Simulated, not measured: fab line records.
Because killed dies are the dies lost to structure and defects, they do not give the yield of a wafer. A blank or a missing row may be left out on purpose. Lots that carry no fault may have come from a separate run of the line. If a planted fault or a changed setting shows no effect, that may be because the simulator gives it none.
Matching of chambers -- flow n5Finfet -- N5_FIN_SAQP_PECVD_48 on pecvd-02: 3 sister chambers
The step deposits SiNx from SiH4/NH3/N2, target thk 25 nm, time 22.1 s. 14 wafers are shown with their chamber, then 7 later ones without.

WAFERS PAIRED WITH THEIR CHAMBERS
wafer,chamber,throttleValvePct (%),showerheadPlenumPTorr (Torr),heaterPowerW (W)
L081.3,2,38.2,5.12,939
L081.5,2,38.2,5.13,954
L081.6,0,41.2,5.07,670
L084.1,2,38.2,5.13,997
L084.2,1,41.3,5.22,790
L084.4,2,38.4,5.13,1021
L086.2,0,41.4,5.08,581
L086.3,1,41.4,5.21,941
L086.6,2,38.3,5.12,952
L087.1,0,41.1,5.06,630
L087.3,1,41.3,5.22,815
L087.5,0,41.1,5.06,616
L092.1,1,41.5,5.21,847
L092.2,0,41.2,5.05,576

SIGNATURES (averages over the wafers above)
reading,chamber 0,chamber 1,chamber 2,scatter within a chamber
throttleValvePct,41.200,41.375,38.260,0.104
showerheadPlenumPTorr,5.0640,5.2150,5.1260,0.0082
heaterPowerW,614.60,848.25,972.60,46.6
Rule: for each reading, subtract the chamber's mean from the wafer's reading, divide by that reading's scatter and square the result; add these up over the readings and take the root, which gives the wafer's distance from the chamber. If the next closest chamber is less than 2 further off than the closest, the wafer can't be placed; otherwise it belongs to the closest. The scatter: the root of (the sum of the squares of (reading less its chamber's mean) over the shown wafers, divided by (wafers less chambers)).

WAFERS MISSING THEIR CHAMBER
wafer,throttleValvePct (%),showerheadPlenumPTorr (Torr),heaterPowerW (W)
L092.3,38.2,5.13,888
L093.2,41.4,5.22,855
L093.4,41.1,5.04,704
L093.6,38.6,5.13,899
L095.1,38.4,5.13,976
L095.5,38.6,5.14,984
L095.6,41.5,5.21,745

CHAMBER TAKEN BY EACH
wafer,from the rows above,in truth
L092.3,2,2
L093.2,1,1
L093.4,0,0
L093.6,2,2
L095.1,2,2
L095.5,2,2
L095.6,1,1
Correctly placed: 7 of 7. Number that these rows cannot place: 0. Number placed wrongly: 0.
